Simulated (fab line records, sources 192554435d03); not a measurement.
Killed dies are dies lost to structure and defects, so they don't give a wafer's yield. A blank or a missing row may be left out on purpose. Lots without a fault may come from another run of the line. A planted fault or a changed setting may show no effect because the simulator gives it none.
Chamber matching | flow n5_finfet | N5_SDB_HM_DEP_00 on pecvd-03: 3 sister chambers
The step deposits SiNx from SiH4/NH3/N2, target thk 40 nm, time 35.3 s. 18 wafers are shown with their chamber, then 9 later ones without.

WAFERS WITH THEIR CHAMBER
wafer  | chamber | showerhead_plenum_p_Torr (Torr) | heater_power_w (W) | throttle_valve_pct (%)
L076.4 | 0       | 5.11                            | 740                | 38.3
L076.5 | 1       | 5.10                            | 909                | 37.9
L076.6 | 2       | 5.21                            | 1043               | 42.1
L078.4 | 0       | 5.11                            | 805                | 38.2
L078.5 | 2       | 5.21                            | 887                | 42.3
L078.6 | 1       | 5.12                            | 954                | 38.0
L084.1 | 1       | 5.12                            | 894                | 38.0
L084.4 | 1       | 5.11                            | 904                | 37.9
L084.6 | 0       | 5.11                            | 802                | 38.3
L087.1 | 1       | 5.10                            | 897                | 38.0
L087.2 | 0       | 5.11                            | 684                | 38.5
L087.4 | 1       | 5.11                            | 929                | 38.1
L090.1 | 1       | 5.11                            | 893                | 37.9
L090.2 | 0       | 5.12                            | 778                | 38.5
L090.6 | 0       | 5.10                            | 768                | 38.1
L093.1 | 2       | 5.21                            | 1015               | 37.8
L093.5 | 1       | 5.11                            | 843                | 38.0
L093.6 | 2       | 5.22                            | 1019               | 37.7

SIGNATURES (means of the wafers above)
reading                  | chamber 0 | chamber 1 | chamber 2 | scatter within a chamber
showerhead_plenum_p_Torr | 5.1100    | 5.1100    | 5.2125    | 0.00671
heater_power_w           | 762.83    | 902.88    | 991.00    | 46.4
throttle_valve_pct       | 38.317    | 37.975    | 39.975    | 1.15
Rule: a wafer's distance from a chamber is the root of the sum, over the readings, of the square of ((its reading less the chamber's mean) divided by the reading's scatter). The wafer belongs to the nearest chamber; if the next one is less than 2 further off, it can't be placed. The scatter: the root of (the sum of the squares of (reading less its chamber's mean) over the shown wafers, divided by (wafers less chambers)).

WAFERS WITHOUT THEIR CHAMBER
wafer  | showerhead_plenum_p_Torr (Torr) | heater_power_w (W) | throttle_valve_pct (%)
L094.2 | 5.20                            | 908                | 38.0
L094.3 | 5.11                            | 886                | 38.1
L094.5 | 5.11                            | 909                | 38.3
L095.1 | 5.22                            | 886                | 37.7
L095.2 | 5.12                            | 711                | 38.2
L095.4 | 5.21                            | 922                | 37.9
L096.1 | 5.21                            | 1040               | 37.7
L096.3 | 5.11                            | 704                | 38.5
L096.5 | 5.10                            | 709                | 38.6

WHICH CHAMBER EACH WENT THROUGH
wafer  | from the rows above | in truth
L094.2 | 2                   | 2
L094.3 | 1                   | 1
L094.5 | 1                   | 1
L095.1 | 2                   | 2
L095.2 | 0                   | 0
L095.4 | 2                   | 2
L096.1 | 2                   | 2
L096.3 | 0                   | 0
L096.5 | 0                   | 0
Placed correctly: 9 of 9. Can't be placed from these rows: 0. Placed wrongly: 0.
